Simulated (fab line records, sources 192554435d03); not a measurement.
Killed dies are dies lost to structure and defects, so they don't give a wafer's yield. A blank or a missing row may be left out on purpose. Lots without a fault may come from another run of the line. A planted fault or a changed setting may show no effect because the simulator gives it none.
Chamber matching | flow n5_finfet | N5_BEOL_M10_DEP_56 on pecvd-01: 3 sister chambers
The step deposits SiCN from 3MS/NH3, target thk 15 nm, time 26.5 s. 3 wafers are shown with their chamber, then 10 later ones without.

WAFERS WITH THEIR CHAMBER
wafer  | chamber | throttle_valve_pct (%)
L087.2 | 1       | 9.6
L092.1 | 0       | 8.6
L092.2 | 2       | 8.5

WAFERS WITHOUT THEIR CHAMBER
wafer  | throttle_valve_pct (%)
L092.6 | 8.9
L093.1 | 8.5
L093.4 | 10.0
L093.6 | 8.8
L094.1 | 9.8
L094.2 | 8.5
L094.5 | 8.5
L096.2 | 10.0
L096.4 | 10.1
L096.5 | 8.3

WHICH CHAMBER EACH WENT THROUGH
wafer  | from the rows above          | in truth
L092.6 | can't be placed: 0 or 2 or 1 | 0
L093.1 | can't be placed: 2 or 0      | 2
L093.4 | 1                            | 1
L093.6 | can't be placed: 0 or 2      | 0
L094.1 | 1                            | 1
L094.2 | can't be placed: 2 or 0      | 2
L094.5 | can't be placed: 2 or 0      | 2
L096.2 | 1                            | 1
L096.4 | 1                            | 1
L096.5 | can't be placed: 2 or 0      | 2
Placed correctly: 4 of 10. Can't be placed from these rows: 6 (the true chamber is among the candidates in 6). Placed wrongly: 0.
How it was worked out, from the rows above alone: a wafer's distance from a chamber is the root of the sum, over the readings, of the square of ((its reading less the chamber's mean) divided by the reading's scatter). The wafer belongs to the nearest chamber; if the next one is less than 2 further off, it can't be placed. A chamber's mean is the mean of its shown wafers. The scatter: with one shown wafer a chamber, the root of the mean of the squares of how far each hidden wafer lies from its nearest shown one.
